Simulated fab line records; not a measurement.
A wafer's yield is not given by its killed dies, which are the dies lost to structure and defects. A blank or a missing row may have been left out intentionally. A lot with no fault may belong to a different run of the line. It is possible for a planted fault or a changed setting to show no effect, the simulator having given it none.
Split-lot trial    flow n5 finfet    route with 1938 steps; 7 lots, 21 wafers read

THE SPLIT ITSELF
At N5_BEOL_M1_ETCH_70 (etches SOC in N2/H2, target depth 80 nm, overetch 16 nm, time 120 s), the setting time s was moved away from the recipe's 120 s on 11 of the 21 wafers read, by -21.6% to +19.1%. For the rest of the wafers, this setting stayed at what the recipe calls for.

Reading taken at the split's own step.

THE READING
SiARC_of_BEOL_M1_COAT_68.thk nm (the simulator's own value, which no gauge read), in nm, at N5_BEOL_M1_ETCH_70 (etches SOC in N2/H2, target depth 80 nm, overetch 16 nm, time 120 s). The file does not state a usual value for it. Here, 10 wafers ran the recipe; their average is 6.4 nm with a standard deviation of 0.14 nm.

wafer   tool, chamber at the split  time s as run, s  against the recipe  SiARC_of_BEOL_M1_COAT_68.thk nm, nm  against lot-mates on the recipe
L080.1  rie diel-02, 1              134.9             +12.4%              6                                    -0.4
L080.3  rie diel-02, 2              134.9             +12.4%              5.8                                  -0.6
L080.6  rie diel-02, 0              120               recipe              6.4                                  -
L081.1  rie diel-05, 2              130.6             +8.8%               5.8                                  -0.4
L081.4  rie diel-05, 2              130.6             +8.8%               5.8                                  -0.4
L081.6  rie diel-05, 0              120               recipe              6.2                                  -
L083.4  rie diel-02, 0              120               recipe              6.4                                  -
L083.5  rie diel-02, 3              94.1              -21.6%              7.4                                  +1.0
L083.6  rie diel-02, 1              94.1              -21.6%              7.8                                  +1.4
L082.2  rie diel-06, 1,3            112.7             -6.1%               6.8                                  +0.4
L082.4  rie diel-06, 1,3            112.7             -6.1%               6.8                                  +0.4
L082.5  rie diel-06, 3              120               recipe              6.4                                  -
L089.2  rie diel-02, 0              134.8             +12.3%              5.6                                  -0.8
L089.3  rie diel-02, 3              120               recipe              6.2                                  -
L089.4  rie diel-02, 1              120               recipe              6.6                                  -
L093.1  rie diel-05, 1              120               recipe              6.6                                  -
L093.4  rie diel-05, 3,2            120               recipe              6.4                                  -
L093.5  rie diel-05, 3,2            120               recipe              6.4                                  -
L094.2  rie diel-02, 0              142.9             +19.1%              5.4                                  -0.8
L094.3  rie diel-02, 3              142.9             +19.1%              5.2                                  -1.0
L094.6  rie diel-02, 3              120               recipe              6.2                                  -
Where a row lists several chambers, the file gives one row for several wafers and doesn't say which wafer went through which chamber.

FIT RESULTS
A straight line over all 21 wafers: SiARC_of_BEOL_M1_COAT_68.thk nm changes by -0.0559 nm for each +1% of time s; r = -0.97; the points scatter about the line by 0.15 nm.
The same after taking each lot's own level away (the mean of its wafers on the recipe; 21 wafers): -0.0518 nm for each +1%; r = -0.98; scatter 0.13 nm.
That fit puts the effect of the largest move of time s on the reading at 1.1 nm.
Measured against the standard deviation above, the lots' own levels, which go from 6.20 to 6.47 nm, span 1.9 times it.
Hence the lot-to-lot level has little effect on the slope; both slopes agree.
Check: +1.22 nm against its lot-mates is what the line predicts for one of the wafers moved furthest among these (-21.6%) when that wafer is left out of the fit. It came out at +1 nm against them.

THESE WAFERS: OTHER SPLITS
Before the reading, these wafers also passed through other splits. Each is held against what the fit with the lots' levels taken away leaves over:
other split on the same wafers         wafers away from the commonest value  r with SiARC_of_BEOL_M1_COAT_68.thk nm (lot level and that fit taken away)
N5_MOL_CONTACT_COAG_ETCH_106 source w  6                                     +0.12
N5_BEOL_M0_SAQP_COAT_87 spin rpm       8                                     -0.35
N5_BEOL_M0_SAQP_EXPOSE_37 dose mj      6                                     -0.14
N5_BEOL_M1_ILD_DEP_00 time s           5                                     +0.05
N5_BEOL_M1_COAT_05 spin rpm            9                                     +0.05

THE FILE'S OWN FIT
SiARC_of_BEOL_M1_COAT_68.thk nm changes by -0.052 nm for each +1% of time s, r = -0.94.
